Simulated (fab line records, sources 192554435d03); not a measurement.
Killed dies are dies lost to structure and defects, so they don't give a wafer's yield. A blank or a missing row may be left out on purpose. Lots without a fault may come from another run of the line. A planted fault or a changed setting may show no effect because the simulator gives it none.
A struck lot beside a sound one | flow n5_finfet | 16 steps out of a route of 1938
Sound: wafers L451.2, L451.3, L451.5. Struck: wafers L462.1, L462.4, L462.5. The cause comes at the end.
At each step with rows: each side's tool, then ch and its chambers, then its first start. Under that, the readings that differ: sound wafers | struck wafers | difference of the means | sigmas: that difference in standard deviations of wafers without a fault.
alike: readings whose means differ by less than 2 such deviations, and words and numbers that are the same on both sides. not compared: withheld readings, readings that some wafer has no value for, bounds like >300 that may hide the same value, and numbers for which the record gives no deviation and whose values overlap.
The two part at a step that has a row with sigmas, a row that says differs or no value, or rows on one side only. Numbers that don't overlap but have no deviation are shown without sigmas and don't part them. A reading that every wafer of one side lacks parts them only if that side has two wafers or more.

first, 3 steps without rows for these wafers: N5_SDB_PRECLEAN_38 (cleans in dHF, time 10 s); N5_SDB_PRECLEAN_39 (cleans in O3/DIW, time 45 s); N5_SDB_SRD_28 (time 30 s).
N5_SDB_ALD_29: deposits SiNx, target thk 30 nm, pulse time 1 s, ald cycles 600.
  sound on ald_sin-01 ch 0,3, day 5 11:26; struck on ald_sin-02 ch 0,1,2, day 8 09:22
  alike: chamber_pressure_Torr, heater_power_w, precursor_pulse_height_rel
N5_SDB_CMP_30: polishes, stops on poly-Si, t overpolish 1.54 s, target thk 30 nm.
  sound on cmp-03 ch 0,2,3, day 5 14:11; struck on cmp-02 ch 0,3, day 8 12:06
  alike: motor_current_A, overpolish_run_s, time_to_endpoint_s
N5_SDB_THK_MEAS_31:
  sound on film_metro-02, day 5 14:28; struck on film_metro-02, day 8 12:23
  alike: SDB_THK
N5_SDB_INSPECT_36: inspects for defects (darkfield).
  sound on defect_inspect-01, day 5 14:30; struck on defect_inspect-01, day 8 12:25
  alike: raw_defect_count
N5_DUMMY_REMOVAL_HM_STRIP_01: strips SiNx in CH3F/O2, stops on poly-Si, target depth 4 nm, time 6.8 s.
  sound on rie_diel-02 ch 2,3, day 5 14:32; struck on rie_diel-01 ch 1,3, day 8 12:32
  alike: drypump_motor_current_A, oes_product_au, rf_vpp_V, showerhead_plenum_p_Torr, throttle_valve_pct
  not compared: rf_hours_counter_h
N5_DUMMY_REMOVAL_STRIP_10: strips in N2/H2, time 40 s.
  sound on rie_diel-02 ch 2,3, day 5 14:34; struck on rie_diel-01 ch 1,3, day 8 12:34
  alike: drypump_motor_current_A, oes_product_au, rf_vpp_V, showerhead_plenum_p_Torr, throttle_valve_pct
  not compared: rf_hours_counter_h
then, 2 steps without rows for these wafers: N5_DUMMY_REMOVAL_PRECLEAN_07 (cleans in dHF, time 30 s); N5_DUMMY_REMOVAL_DUMMY_REMOVE_02 (chemistry TMAH, target poly-Si, stops on SiO2, target depth 142 nm, time 57 s, rinse time 30 s).
N5_DUMMY_REMOVAL_INSPECT_06: inspects for defects (brightfield).
  sound on defect_inspect-02, day 5 14:44; struck on defect_inspect-01, day 8 12:44
  reading          | sound    | struck | difference | sigmas
  raw_defect_count | 22 30 21 | 6 3 9  | -18        | -3
N5_DUMMY_REMOVAL_PRECLEAN_08: cleans in NF3:NH3, afs cycles 2, time 20 s, sublimation time 60 s.
  sound on remote_plasma-01 ch 0, day 5 14:48; struck on remote_plasma-01 ch 0, day 8 12:46
  reading    | sound             | struck            | difference | sigmas
  temp_c (C) | 30.00 29.80 29.95 | 28.80 28.74 28.78 | -1.14      | -12
then, 1 step without rows for these wafers: N5_DUMMY_REMOVAL_PRECLEAN_04 (cleans in DHF, time 37 s).
-- the record jumps here: 5 days lie between the struck wafers' starts before and after (it left off in module DUMMY_REMOVAL and takes up again in module BEOL_M4, whose first step shown is number 1111 of the route) --
N5_BEOL_M4_RC_MEAS_101:
  sound on prober-02 ch 0, day 10 19:51; struck on prober-01 ch 0, day 13 16:36
  alike: DIBL_N, DIBL_P, IOFF_N, IOFF_P, ION_N, ION_P, SS_N, SS_P, VT_N, VT_P
then, 1 step without rows for these wafers: N5_PASSIVATION_PROBE_49.

WHERE THEY PART
First at N5_DUMMY_REMOVAL_INSPECT_06; last, within this record, at N5_DUMMY_REMOVAL_PRECLEAN_08. Later steps at which nothing parts them and some readings are alike: N5_BEOL_M4_RC_MEAS_101.

WHY: what the simulator had put in
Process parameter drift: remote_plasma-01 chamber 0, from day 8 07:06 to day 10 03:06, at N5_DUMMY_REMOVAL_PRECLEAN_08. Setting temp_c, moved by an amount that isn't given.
